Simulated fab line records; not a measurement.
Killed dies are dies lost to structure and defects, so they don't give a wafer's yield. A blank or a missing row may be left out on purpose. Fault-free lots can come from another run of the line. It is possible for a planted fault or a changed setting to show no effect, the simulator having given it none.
Lot-split experiment || flow n5Finfet || 21 wafers read across 4 lots, on a route 1938 steps long

== ABOUT THE SPLIT ==
At N5_MOL_CONTACT_COAG_COAT_63 (time 60 s, resist thk 10 nm), the setting spinRpm was moved away from the recipe's 1500 rpm on 6 of the 21 wafers read, by -7.8% to -4.5%. For the rest of the wafers, this setting stayed at what the recipe calls for.

The split's own step is where the reading is taken.

== THE READING ==
SiARC_of_MOL_CONTACT_COAG_COAT_63.thkNm (the simulator's own value, which no gauge read), in nm, at N5_MOL_CONTACT_COAG_COAT_63 (time 60 s, resist thk 10 nm). The file does not state a usual value for it.

{"wafer": "L077.1", "tool, chamber at the split": "lithoTrack-03, 0", "spinRpm as run, rpm": 1383, "against the recipe": "-7.8%", "SiARC_of_MOL_CONTACT_COAG_COAT_63.thkNm, nm": 10.4, "against lot-mates on the recipe": "+0.4"}
{"wafer": "L077.5", "tool, chamber at the split": "lithoTrack-03, 0", "spinRpm as run, rpm": 1383, "against the recipe": "-7.8%", "SiARC_of_MOL_CONTACT_COAG_COAT_63.thkNm, nm": 10.4, "against lot-mates on the recipe": "+0.4"}
{"wafer": "L077.6", "tool, chamber at the split": "lithoTrack-03, 0", "spinRpm as run, rpm": 1383, "against the recipe": "-7.8%", "SiARC_of_MOL_CONTACT_COAG_COAT_63.thkNm, nm": 10.4, "against lot-mates on the recipe": "+0.4"}
{"wafer": "L077.2", "tool, chamber at the split": "lithoTrack-03, 0", "spinRpm as run, rpm": 1500, "against the recipe": "recipe", "SiARC_of_MOL_CONTACT_COAG_COAT_63.thkNm, nm": 10, "against lot-mates on the recipe": "-"}
{"wafer": "L077.3", "tool, chamber at the split": "lithoTrack-03, 0", "spinRpm as run, rpm": 1500, "against the recipe": "recipe", "SiARC_of_MOL_CONTACT_COAG_COAT_63.thkNm, nm": 10, "against lot-mates on the recipe": "-"}
{"wafer": "L077.4", "tool, chamber at the split": "lithoTrack-03, 0", "spinRpm as run, rpm": 1500, "against the recipe": "recipe", "SiARC_of_MOL_CONTACT_COAG_COAT_63.thkNm, nm": 10, "against lot-mates on the recipe": "-"}
{"wafer": "L083.4", "tool, chamber at the split": "lithoTrack-03, 0", "spinRpm as run, rpm": 1500, "against the recipe": "recipe", "SiARC_of_MOL_CONTACT_COAG_COAT_63.thkNm, nm": 10, "against lot-mates on the recipe": "-"}
{"wafer": "L083.5", "tool, chamber at the split": "lithoTrack-03, 0", "spinRpm as run, rpm": 1500, "against the recipe": "recipe", "SiARC_of_MOL_CONTACT_COAG_COAT_63.thkNm, nm": 10, "against lot-mates on the recipe": "-"}
{"wafer": "L083.6", "tool, chamber at the split": "lithoTrack-03, 0", "spinRpm as run, rpm": 1500, "against the recipe": "recipe", "SiARC_of_MOL_CONTACT_COAG_COAT_63.thkNm, nm": 10, "against lot-mates on the recipe": "-"}
{"wafer": "L084.1", "tool, chamber at the split": "lithoTrack-03, 0", "spinRpm as run, rpm": 1500, "against the recipe": "recipe", "SiARC_of_MOL_CONTACT_COAG_COAT_63.thkNm, nm": 10, "against lot-mates on the recipe": "-"}
{"wafer": "L084.2", "tool, chamber at the split": "lithoTrack-03, 0", "spinRpm as run, rpm": 1500, "against the recipe": "recipe", "SiARC_of_MOL_CONTACT_COAG_COAT_63.thkNm, nm": 10, "against lot-mates on the recipe": "-"}
{"wafer": "L084.3", "tool, chamber at the split": "lithoTrack-03, 0", "spinRpm as run, rpm": 1500, "against the recipe": "recipe", "SiARC_of_MOL_CONTACT_COAG_COAT_63.thkNm, nm": 10, "against lot-mates on the recipe": "-"}
{"wafer": "L084.4", "tool, chamber at the split": "lithoTrack-03, 0", "spinRpm as run, rpm": 1500, "against the recipe": "recipe", "SiARC_of_MOL_CONTACT_COAG_COAT_63.thkNm, nm": 10, "against lot-mates on the recipe": "-"}
{"wafer": "L084.5", "tool, chamber at the split": "lithoTrack-03, 0", "spinRpm as run, rpm": 1500, "against the recipe": "recipe", "SiARC_of_MOL_CONTACT_COAG_COAT_63.thkNm, nm": 10, "against lot-mates on the recipe": "-"}
{"wafer": "L084.6", "tool, chamber at the split": "lithoTrack-03, 0", "spinRpm as run, rpm": 1500, "against the recipe": "recipe", "SiARC_of_MOL_CONTACT_COAG_COAT_63.thkNm, nm": 10, "against lot-mates on the recipe": "-"}
{"wafer": "L089.1", "tool, chamber at the split": "lithoTrack-03, 0", "spinRpm as run, rpm": 1500, "against the recipe": "recipe", "SiARC_of_MOL_CONTACT_COAG_COAT_63.thkNm, nm": 10, "against lot-mates on the recipe": "-"}
{"wafer": "L089.5", "tool, chamber at the split": "lithoTrack-03, 0", "spinRpm as run, rpm": 1500, "against the recipe": "recipe", "SiARC_of_MOL_CONTACT_COAG_COAT_63.thkNm, nm": 10, "against lot-mates on the recipe": "-"}
{"wafer": "L089.6", "tool, chamber at the split": "lithoTrack-03, 0", "spinRpm as run, rpm": 1500, "against the recipe": "recipe", "SiARC_of_MOL_CONTACT_COAG_COAT_63.thkNm, nm": 10, "against lot-mates on the recipe": "-"}
{"wafer": "L089.2", "tool, chamber at the split": "lithoTrack-03, 0", "spinRpm as run, rpm": 1432, "against the recipe": "-4.5%", "SiARC_of_MOL_CONTACT_COAG_COAT_63.thkNm, nm": 10.2, "against lot-mates on the recipe": "+0.2"}
{"wafer": "L089.3", "tool, chamber at the split": "lithoTrack-03, 0", "spinRpm as run, rpm": 1432, "against the recipe": "-4.5%", "SiARC_of_MOL_CONTACT_COAG_COAT_63.thkNm, nm": 10.2, "against lot-mates on the recipe": "+0.2"}
{"wafer": "L089.4", "tool, chamber at the split": "lithoTrack-03, 0", "spinRpm as run, rpm": 1432, "against the recipe": "-4.5%", "SiARC_of_MOL_CONTACT_COAG_COAT_63.thkNm, nm": 10.2, "against lot-mates on the recipe": "+0.2"}

THE FIT
A straight line over all 21 wafers: SiARC_of_MOL_CONTACT_COAG_COAT_63.thkNm changes by -0.0498 nm for each +1% of spinRpm; r = -1.00; the points scatter about the line by 0.011 nm.
The same after taking each lot's own level away (the mean of its wafers on the recipe; 21 wafers): -0.0498 nm for each +1%; r = -1.00; scatter 0.011 nm.
According to that fit, moving spinRpm by its largest amount changes the reading by 0.39 nm.
The lots' own levels span 10.00 to 10.00 nm.
Hence the lot-to-lot level has little effect on the slope; both slopes agree.
Check: +0.382 nm against its lot-mates is what the line predicts for one of the wafers moved furthest among these (-7.8%) when that wafer is left out of the fit. Against them it came out at +0.4 nm.

== THESE WAFERS: OTHER SPLITS ==
These wafers also went through other splits before the reading. Each is held against what the fit with the lots' levels taken away leaves over:
{"other split on the same wafers": "N5_ZERO_LAYER_EXPOSE_08 doseMj", "wafers away from the commonest value": 6, "r with SiARC_of_MOL_CONTACT_COAG_COAT_63.thkNm (lot level and that fit taken away)": -0.28}
{"other split on the same wafers": "N5_ZERO_LAYER_DEVELOP_10 developTimeS", "wafers away from the commonest value": 6, "r with SiARC_of_MOL_CONTACT_COAG_COAT_63.thkNm (lot level and that fit taken away)": "+0.39"}
{"other split on the same wafers": "N5_ZERO_LAYER_DESCUM_16 timeS", "wafers away from the commonest value": 9, "r with SiARC_of_MOL_CONTACT_COAG_COAT_63.thkNm (lot level and that fit taken away)": -0.18}
{"other split on the same wafers": "N5_SD_EPI_N_PEB_07 pebTimeS", "wafers away from the commonest value": 6, "r with SiARC_of_MOL_CONTACT_COAG_COAT_63.thkNm (lot level and that fit taken away)": -0.26}
{"other split on the same wafers": "N5_SDB_CUT_ETCH_26 icpW", "wafers away from the commonest value": 6, "r with SiARC_of_MOL_CONTACT_COAG_COAT_63.thkNm (lot level and that fit taken away)": "+0.10"}
{"other split on the same wafers": "N5_SDB_ALD_29 aldCycles", "wafers away from the commonest value": 6, "r with SiARC_of_MOL_CONTACT_COAG_COAT_63.thkNm (lot level and that fit taken away)": -0.77}
{"other split on the same wafers": "N5_GATE_CUT_ETCH_56 biasW", "wafers away from the commonest value": 9, "r with SiARC_of_MOL_CONTACT_COAG_COAT_63.thkNm (lot level and that fit taken away)": -0.16}
{"other split on the same wafers": "N5_MOL_CONTACT_COAG_EXPOSE_05 doseMj", "wafers away from the commonest value": 6, "r with SiARC_of_MOL_CONTACT_COAG_COAT_63.thkNm (lot level and that fit taken away)": "+0.25"}

== THE FILE'S OWN FIT ==
SiARC_of_MOL_CONTACT_COAG_COAT_63.thkNm changes by -0.0495 nm for each +1% of spinRpm, r = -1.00.
